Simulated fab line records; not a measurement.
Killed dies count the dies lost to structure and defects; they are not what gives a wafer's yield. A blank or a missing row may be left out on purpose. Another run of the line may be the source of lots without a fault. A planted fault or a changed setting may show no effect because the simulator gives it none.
Which of the tools did it? -- flow n5 finfet -- 11 lots with 33 wafers sampled at 4 steps, on a route of 1938 steps

WHAT THE GAUGES SHOWED, per wafer
The record holds no reading of a measuring or inspecting step that can be judged against a usual standard deviation.

WHAT TOOL EACH LOT RAN ON (gives the tool, then ch and the chambers of the sampled wafers, and finally the start)
lot,N5_BEOL_M14_TRENCH_ETCH_34,N5_BEOL_M15_DEGAS_41,N5_MIM_TOP_ETCH_STRIP_01,N5_PASSIVATION_PROBE_49
L738,"rie diel-06 ch 1,2,3, day 11 01:18","pvd sputter-01, day 11 13:53","rie diel-01 ch 1,2, day 11 19:00",-
L742,"rie diel-02 ch 1,2,3, day 11 15:10","pvd sputter-03, day 11 22:22","rie diel-04 ch 1,3, day 12 04:13",-
L744,"rie diel-02 ch 0,3, day 12 21:30","pvd sputter-02, day 13 10:26","rie diel-01 ch 0,2, day 13 17:49",-
L747,"rie diel-02 ch 1,2,3, day 13 07:32","pvd sputter-01, day 13 18:55","rie diel-01 ch 0,1, day 14 01:11",-
L748,"rie diel-06 ch 0,2, day 13 16:41","pvd sputter-02, day 14 03:38","rie diel-03 ch 0,3, day 14 11:02",-
L749,"rie diel-02 ch 1,2,3, day 13 17:49","pvd sputter-02, day 14 04:02","rie diel-04 ch 1,2, day 14 12:33","prober-02, day 15 00:46"
L753,"rie diel-05 ch 0,3, day 15 08:02","pvd sputter-01, day 15 16:50","rie diel-03 ch 0,3, day 15 23:29",-
L756,"rie diel-05 ch 0,2,3, day 15 13:10","pvd sputter-02, day 15 21:55","rie diel-04 ch 0,2,3, day 16 03:31",-
L757,"rie diel-06 ch 1,2,3, day 16 01:14","pvd sputter-03, day 16 09:35","rie diel-04 ch 2,3, day 16 15:55",-
L761,"rie diel-06 ch 0,1,3, day 16 19:49","pvd sputter-03, day 17 04:56","rie diel-03 ch 0,1,2, day 17 10:08",-
L760,"rie diel-06 ch 0,1,3, day 17 12:51","pvd sputter-03, day 17 20:14","rie diel-04 ch 1,2,3, day 18 02:21",-
- N5_BEOL_M14_TRENCH_ETCH_34: etches SiO2 in C4F8/O2/Ar, target depth 556.65 nm, time 126.9 s.
- N5_BEOL_M15_DEGAS_41: time 60 s.
- N5_MIM_TOP_ETCH_STRIP_01: strips in O2.
- N5_PASSIVATION_PROBE_49

AS READ BY THE TOOLS THEMSELVES (means over the sampled wafers that have a number; for cases with no such wafer, the mark the record gives instead)
N5_BEOL_M14_TRENCH_ETCH_34. Usual: drypump motor current A 5.9 A, standard deviation 0.38; oes product au 0.78 a.u., standard deviation 0.092; rf fwd power W 1898 W, standard deviation 6.8; rf vpp V 2223 V, standard deviation 19; showerhead plenum p Torr 3.38 Torr, standard deviation 0.11; throttle valve pct 31.01 %, standard deviation 0.28.
lot,tool,drypump motor current A (A),oes product au (a.u.),rf fwd power W (W),rf vpp V (V),showerhead plenum p Torr (Torr),throttle valve pct (%),flag
L738,rie diel-06,6.0,0.78,1893,2225,3.36,30.90,
L742,rie diel-02,5.8,0.71,1899,2223,3.37,31.25,
L744,rie diel-02,6.0,0.67,1895,2200,3.25,31.17,
L747,rie diel-02,5.8,0.70,1902,2223,3.36,31.26,
L748,rie diel-06,5.8,0.86,1902,2228,3.35,30.72,
L749,rie diel-02,5.8,0.69,1902,2222,3.35,31.27,
L753,rie diel-05,5.7,0.88,1892,2197,3.36,30.79,
L756,rie diel-05,5.8,0.84,1894,2204,3.39,30.89,
L757,rie diel-06,6.0,0.74,1898,2222,3.34,30.93,
L761,rie diel-06,6.0,0.73,1898,2230,3.33,31.04,
L760,rie diel-06,6.0,0.73,1895,2229,3.33,31.04,

N5_BEOL_M15_DEGAS_41. Usual: heater power w reads 461 W (standard deviation 48).
lot,tool,heater power w (W),flag
L738,pvd sputter-01,494,
L742,pvd sputter-03,444,
L744,pvd sputter-02,410,
L747,pvd sputter-01,476,
L748,pvd sputter-02,450,
L749,pvd sputter-02,417,
L753,pvd sputter-01,502,
L756,pvd sputter-02,458,
L757,pvd sputter-03,479,
L761,pvd sputter-03,483,
L760,pvd sputter-03,413,

N5_MIM_TOP_ETCH_STRIP_01. Usual: drypump motor current A 5.6 A, standard deviation 0.46; oes product au 0.83 a.u., standard deviation 0.061; rf vpp V 3.7 V, standard deviation 1.3; showerhead plenum p Torr 2.13 Torr, standard deviation 0.08; throttle valve pct 16.62 %, standard deviation 0.2.
lot,tool,drypump motor current A (A),oes product au (a.u.),rf vpp V (V),showerhead plenum p Torr (Torr),throttle valve pct (%),flag
L738,rie diel-01,5.7,0.91,4.0,2.11,16.38,
L742,rie diel-04,6.0,0.76,4.6,2.02,16.55,
L744,rie diel-01,5.4,0.88,3.4,2.11,16.49,
L747,rie diel-01,5.4,0.82,5.1,2.22,16.58,
L748,rie diel-03,5.1,0.86,3.5,2.16,16.70,
L749,rie diel-04,5.7,0.83,3.8,2.07,16.48,
L753,rie diel-03,4.9,0.82,3.8,2.09,16.82,
L756,rie diel-04,6.0,0.91,3.5,2.17,16.46,
L757,rie diel-04,6.3,0.92,4.2,2.21,16.47,
L761,rie diel-03,5.5,0.79,2.6,2.18,16.77,
L760,rie diel-04,6.0,0.86,2.8,2.13,16.51,

N5_PASSIVATION_PROBE_49. Usual: defect limited yield 91.1 %, standard deviation 1.3; killed_at_M0_to_M3 34, standard deviation 10; killed_at_M4_up 14, standard deviation 5.7; killed at contacts 12, standard deviation 5.9; killed at front end 41, standard deviation 12; killed at other 4, standard deviation 3.1; killed dies 105, standard deviation 15; killed open 69, standard deviation 11; killed short 35, standard deviation 7.8; sort_bin_5_function 5.3 %, standard deviation 0.81; sort_bin_6_memory 3.3 %, standard deviation 0.75; sort_bin_8_speed 0.00 %, standard deviation 0.007; sort n pass 1075, standard deviation 15; sort yield pct 91.1 %, standard deviation 1.3.
lot,tool,defect limited yield (%),killed_at_M0_to_M3,killed_at_M4_up,killed at contacts,killed at front end,killed at other,killed dies,killed open,killed short,sort_bin_5_function (%),sort_bin_6_memory (%),sort_bin_8_speed (%),sort n pass,sort yield pct (%),flag
L749,prober-02,88.5,42,47,11,31,5,136,73,28,6.7,4.2,0.00,1044,88.5,OFF

THE ANSWER, worked out from the rows above alone
Rule: take the mean of a lot's wafers that have a number; if it is more than 3 standard deviations from the usual mean, the lot is off. Also off: a lot with no number at a reading for which 4 or more lots have one. The other lots that the step has rows for count as sound. First the gauges in route order, then the tools' own readings, where a lot's mean is used as printed above. At the first step where some lot is off, the reading lying furthest off is the one used; lots without a number count as furthest.
Off: L749, at N5_PASSIVATION_PROBE_49 (killed_at_M4_up). Neither off nor sound, because the step has no rows for them: L738, L742, L744, L747, L748, L753, L756, L757, L761, L760.
A tool fits if, at that step or a process step before it, it ran every lot that is off, and no sound lot after the first of them. Can't be told from this: 4 tools fit, rie diel-02 at N5_BEOL_M14_TRENCH_ETCH_34, pvd sputter-02 at N5_BEOL_M15_DEGAS_41, rie diel-04 at N5_MIM_TOP_ETCH_STRIP_01, prober-02 at N5_PASSIVATION_PROBE_49.

WHAT WAS PUT IN BY THE SIMULATOR
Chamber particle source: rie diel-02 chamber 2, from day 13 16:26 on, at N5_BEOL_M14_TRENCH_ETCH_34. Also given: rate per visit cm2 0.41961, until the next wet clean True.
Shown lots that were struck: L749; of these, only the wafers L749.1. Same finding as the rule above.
